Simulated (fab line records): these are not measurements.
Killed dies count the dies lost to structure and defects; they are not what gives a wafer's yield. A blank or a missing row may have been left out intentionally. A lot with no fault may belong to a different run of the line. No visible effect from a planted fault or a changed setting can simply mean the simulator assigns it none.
Matching of chambers | flow nandHarc | NHARC_A_CHANNEL_FILL_D1_ETCHBACK_20 on rieDiel-06: 3 sister chambers
The step etches the open film in C4F8/O2/Ar, target depth 27 nm, time 13.5 s. 6 wafers are shown with their chamber, then 6 later ones without.

WAFERS WITH THEIR CHAMBER
wafer  | chamber | rfVppV (V) | rfFwdPowerW (W)
L874.3 | 3       | 982        | 590.1
L874.5 | 1       | 985        | 584.1
L880.2 | 3       | 983        | 585.3
L880.3 | 0       | 981        | 587.2
L880.4 | 1       | 985        | 583.3
L883.2 | 0       | 980        | 590.7

WAFERS MISSING THEIR CHAMBER
wafer  | rfVppV (V) | rfFwdPowerW (W)
L883.5 | 985        | 584.9
L888.3 | 985        | 582.4
L888.5 | 984        | 580.6
L888.6 | 981        | 585.7
L890.2 | 979        | 589.7
L890.5 | 982        | 587.1

EACH ONE'S CHAMBER
wafer  | from the rows above     | in truth
L883.5 | 1                       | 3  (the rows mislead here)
L888.3 | 1                       | 1
L888.5 | can't be placed: 1 or 3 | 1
L888.6 | can't be placed: 0 or 3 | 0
L890.2 | 0                       | 0
L890.5 | can't be placed: 3 or 0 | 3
2 of 6 placed correctly. Unplaceable from these rows: 3, with the true chamber sitting among the candidates in 3. Placed wrongly: 1.
How it was worked out, from the rows above alone: a wafer's distance from a chamber is the root of the sum, over the readings, of the square of ((its reading less the chamber's mean) divided by the reading's scatter). If the next closest chamber is less than 2 further off than the closest, the wafer can't be placed; otherwise it belongs to the closest. The mean given for a chamber averages the wafers shown for that chamber. The scatter is the square root of a quotient: the sum, over the shown wafers, of each reading's squared deviation from its chamber's mean, divided by wafers minus chambers.
